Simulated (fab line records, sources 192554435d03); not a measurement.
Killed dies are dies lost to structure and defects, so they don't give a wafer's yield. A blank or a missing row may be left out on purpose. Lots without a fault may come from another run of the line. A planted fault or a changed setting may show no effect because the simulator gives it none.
Chamber matching | flow n5_finfet | N5_BEOL_M0_SAQP_ALD_48 on ald_sin-01: 4 sister chambers
The step deposits SiO2, target thk 20 nm, pulse time 1 s, co reactant pulse time 1 s. 8 wafers are shown with their chamber, then 10 later ones without.

WAFERS WITH THEIR CHAMBER
wafer  | chamber | heater_power_w (W) | precursor_pulse_height_rel
L078.4 | 0       | 65                 | 1.017
L082.1 | 3       | 78                 | 0.996
L082.6 | 2       | 92                 | 1.011
L085.1 | 1       | 75                 | 1.010
L085.2 | 3       | 80                 | 0.999
L085.6 | 2       | 90                 | 0.995
L087.2 | 0       | 65                 | 1.014
L087.4 | 1       | 79                 | 0.976

WAFERS WITHOUT THEIR CHAMBER
wafer  | heater_power_w (W) | precursor_pulse_height_rel
L087.6 | 64                 | 0.995
L089.1 | 89                 | 1.000
L089.2 | 79                 | 0.992
L089.3 | 77                 | 1.001
L094.1 | 78                 | 1.000
L094.5 | 65                 | 1.011
L094.6 | 79                 | 1.013
L096.3 | 76                 | 0.987
L096.4 | 91                 | 1.059
L096.6 | 78                 | 0.965

WHICH CHAMBER EACH WENT THROUGH
wafer  | from the rows above     | in truth
L087.6 | 0                       | 0
L089.1 | 2                       | 2
L089.2 | can't be placed: 3 or 1 | 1
L089.3 | can't be placed: 1 or 3 | 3
L094.1 | can't be placed: 3 or 1 | 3
L094.5 | 0                       | 0
L094.6 | can't be placed: 3 or 1 | 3
L096.3 | can't be placed: 1 or 3 | 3
L096.4 | 2                       | 2
L096.6 | can't be placed: 1 or 3 | 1
Placed correctly: 4 of 10. Can't be placed from these rows: 6 (the true chamber is among the candidates in 6). Placed wrongly: 0.
How it was worked out, from the rows above alone: a wafer's distance from a chamber is the root of the sum, over the readings, of the square of ((its reading less the chamber's mean) divided by the reading's scatter). The wafer belongs to the nearest chamber; if the next one is less than 2 further off, it can't be placed. A chamber's mean is the mean of its shown wafers. The scatter: the root of (the sum of the squares of (reading less its chamber's mean) over the shown wafers, divided by (wafers less chambers)).
